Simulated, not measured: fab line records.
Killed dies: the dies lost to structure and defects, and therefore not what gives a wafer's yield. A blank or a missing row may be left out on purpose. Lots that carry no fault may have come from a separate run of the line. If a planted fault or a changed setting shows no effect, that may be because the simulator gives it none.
Matching of chambers | flow nand-harc | rie-diel-05 running NHARC_A_STAIRCASE_DESCUM_168: 4 sister chambers
The step chemistry O2, time 3 s. 4 wafers are shown with their chamber, then 11 later ones without.

EACH WAFER AND ITS CHAMBER
wafer  | chamber | drypump-motor-current-A (A)
L082.4 | 1       | 6.5
L084.2 | 3       | 5.7
L084.6 | 2       | 6.1
L087.1 | 0       | 5.4

WAFERS WITH NO CHAMBER GIVEN
wafer  | drypump-motor-current-A (A)
L087.4 | 6.6
L087.6 | 5.8
L086.1 | 6.1
L086.2 | 5.7
L086.6 | 6.1
L091.2 | 5.8
L091.3 | 6.5
L091.5 | 5.4
L093.2 | 5.7
L093.4 | 5.4
L093.5 | 6.1

EACH ONE'S CHAMBER
wafer  | from the rows above | in truth
L087.4 | 1                   | 1
L087.6 | 3                   | 3
L086.1 | 2                   | 2
L086.2 | 3                   | 3
L086.6 | 2                   | 2
L091.2 | 3                   | 3
L091.3 | 1                   | 1
L091.5 | 0                   | 0
L093.2 | 3                   | 3
L093.4 | 0                   | 0
L093.5 | 2                   | 2
11 of 11 placed correctly. Can't be placed from these rows: 0. Placed wrongly: 0.
How it was worked out, from the rows above alone: a wafer's distance from a chamber is the root of the sum, over the readings, of the square of ((its reading less the chamber's mean) divided by the reading's scatter). If the next closest chamber is less than 2 further off than the closest, the wafer can't be placed; otherwise it belongs to the closest. A chamber's mean is the mean of its shown wafers. The scatter: with one shown wafer a chamber, the root of the mean of the squares of how far each hidden wafer lies from its nearest shown one.
